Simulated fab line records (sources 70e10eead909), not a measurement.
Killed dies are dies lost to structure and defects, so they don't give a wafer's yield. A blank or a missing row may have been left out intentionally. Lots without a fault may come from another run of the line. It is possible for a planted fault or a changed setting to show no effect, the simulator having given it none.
A lot that was struck, set against a sound lot | flow nand-harc | 39 out of 1302 route steps
Sound: these wafers, L572.1, L572.2, L572.6. Struck: wafer L582.4 (L582.1, L582.2, from the same lot, were not struck and are left out); the cause is given at the end.
Each step with rows lists, per side, the tool, then ch with its chambers, then its first start. Under that, the readings that differ: sound wafers | struck wafers | difference of the means | sigmas: that difference in standard deviations of wafers without a fault.
alike: same words and numbers on both sides, and readings whose means sit less than 2 such deviations apart. not compared: any withheld reading, any reading some wafer has no value for, any bound like >300 that may hide the same value, and any number with overlapping values for which the record gives no deviation.
Wherever a step has rows on one side only, a row that says differs or no value, or a row with sigmas, the two part there. When numbers do not overlap yet have no deviation, they are printed without sigmas and do not part them. A reading missing from all wafers of one side parts the sides only when that side holds two or more wafers.

first, 4 steps without rows for these wafers: NHARC_A_CHANNEL_FILL_D2_PRECLEAN_00 (cleans in SC1); NHARC_A_CHANNEL_FILL_D2_SRD_01; NHARC_A_CHANNEL_FILL_D2_ALD_02 (deposits SiO2, target thk 6 nm, pulse time 10 s, ald cycles 60); NHARC_A_CHANNEL_FILL_D2_ALD_03 (deposits SiNx, target thk 6 nm, pulse time 60 s, ald cycles 58).
NHARC_A_CHANNEL_FILL_D2_ALD_14: deposits SiO2, target thk 2.5 nm, pulse time 10 s, ald cycles 25.
  sound on ald-hk-03 ch 1,2,3, day 15 23:25; struck on ald-hk-03 ch 0, day 20 11:08
  alike: heater-power-w, precursor-pulse-height-rel
NHARC_A_CHANNEL_FILL_D2_ALD_15: deposits SiNx, target thk 2 nm, pulse time 60 s, ald cycles 19.
  sound on ald-sin-batch-01 ch 0; struck on ald-sin-batch-02 ch 0
  alike: precursor-pulse-height-rel
then, 6 steps without rows for these wafers: NHARC_A_CHANNEL_FILL_D2_ALD_16 (deposits SiO2, target thk 1.5 nm, pulse time 10 s, ald cycles 15); NHARC_A_CHANNEL_FILL_D2_ANNEAL_17 (time 1800 s); NHARC_A_CHANNEL_FILL_D2_CVD_18 (deposits poly-Si, target thk 3 nm); NHARC_A_CHANNEL_FILL_D2_ETCHBACK_19 (etches the open film in HBr/Cl2, target depth 5 nm, time 1.7 s); NHARC_A_CHANNEL_FILL_D2_ETCHBACK_20 (etches the open film in C4F8/O2/Ar, target depth 27 nm, time 13.5 s); NHARC_A_CHANNEL_FILL_D2_STRIP_28 (strips in O2, time 20 s).
NHARC_A_CHANNEL_FILL_D2_PRECLEAN_21: cleans in dHF, time 30 s.
  sound on wet-bench-07 ch 0,4,5, day 16 17:58; struck on wet-bench-07 ch 0,1,3, day 21 04:35
then, 3 steps without rows for these wafers: NHARC_A_CHANNEL_FILL_D2_SRD_23; NHARC_A_CHANNEL_FILL_D2_CVD_05 (deposits poly-Si, target thk 5 nm); NHARC_A_CHANNEL_FILL_D2_ANNEAL_22 (time 7200 s).
NHARC_A_CHANNEL_FILL_D2_THK_MEAS_06: measures by ellipsometry.
  struck on film-metro-01, day 21 15:44; sound on film-metro-02, day 17 05:14
  reading     | sound       | struck | difference | sigmas
  thk-nm (nm) | 6.3 5.0 4.7 | 3.3    | -2.0       | -2
then, 1 step without rows for these wafers: NHARC_A_CHANNEL_FILL_D2_ALD_25 (deposits SiOx, target thk 60 nm, pulse time 10 s, ald cycles 600).
NHARC_A_CHANNEL_FILL_D2_ETCHBACK_08: etches the open film in C4F8, target depth 220 nm, time 110 s.
  sound on rie-diel-06 ch 1,3; struck on rie-diel-07 ch 3
  alike: oes-product-au, rf-vpp-V
  not compared: rf-hours-counter-h
then, 7 steps without rows for these wafers: NHARC_A_CHANNEL_FILL_D2_STRIP_29 (strips in O2, time 20 s); NHARC_A_CHANNEL_FILL_D2_PRECLEAN_30 (cleans in dHF, time 30 s); NHARC_A_CHANNEL_FILL_D2_SRD_31; NHARC_A_CHANNEL_FILL_D2_CVD_09 (deposits poly-Si, target thk 150 nm, time 3000 s); NHARC_A_CHANNEL_FILL_D2_CMP_10 (polishes, target thk 150 nm); NHARC_A_CHANNEL_FILL_D2_SRD_12; NHARC_A_CHANNEL_FILL_D2_RTA_24 (time 5 s).
NHARC_A_STAIRCASE_DEP_156: deposits SiNx, target thk 50 nm.
  sound on pecvd-03 ch 0,2, day 17 22:04; struck on pecvd-02 ch 0, day 22 03:57
  alike: heater-power-w
then, 9 steps without rows for these wafers: NHARC_A_STAIRCASE_DEHYDRATE_158 (time 120 s); NHARC_A_STAIRCASE_HMDS_159 (time 30 s); NHARC_A_STAIRCASE_COAT_160; NHARC_A_STAIRCASE_SOFTBAKE_161 (time 170 s); NHARC_A_STAIRCASE_EBR_162; NHARC_A_STAIRCASE_EXPOSE_163 (exposes mask STAIR OPEN); NHARC_A_STAIRCASE_PEB_164 (peb time 130 s); NHARC_A_STAIRCASE_DEVELOP_165 (time 140 s); NHARC_A_STAIRCASE_HARDBAKE_167 (time 140 s).
NHARC_A_STAIRCASE_DESCUM_168: chemistry O2, time 3 s.
  sound on rie-diel-08 ch 1,3, day 17 23:03; struck on rie-diel-08 ch 1, day 22 04:55
  alike: drypump-motor-current-A, oes-product-au, rf-vpp-V, showerhead-plenum-p-Torr, throttle-valve-pct
  not compared: rf-hours-counter-h
then, 1 step without rows for these wafers: NHARC_A_STAIRCASE_ETCH_169 (etches the open film in CH3F/O2, target depth 50 nm, time 107.1 s).
-- jump in the record: it breaks off in module A_STAIRCASE and resumes in module END (first step shown: number 1302 of the route), and 9 days separate the struck wafers' starts before and after --
NHARC_END_SORT_01:
  here the record holds rows for the struck wafers (prober-01 ch 0, day 31 01:29) but none for the sound ones

## WHERE THEY PART
First at NHARC_A_CHANNEL_FILL_D2_THK_MEAS_06; last, within this record, at NHARC_END_SORT_01.

WHY: what had been put in by the simulator
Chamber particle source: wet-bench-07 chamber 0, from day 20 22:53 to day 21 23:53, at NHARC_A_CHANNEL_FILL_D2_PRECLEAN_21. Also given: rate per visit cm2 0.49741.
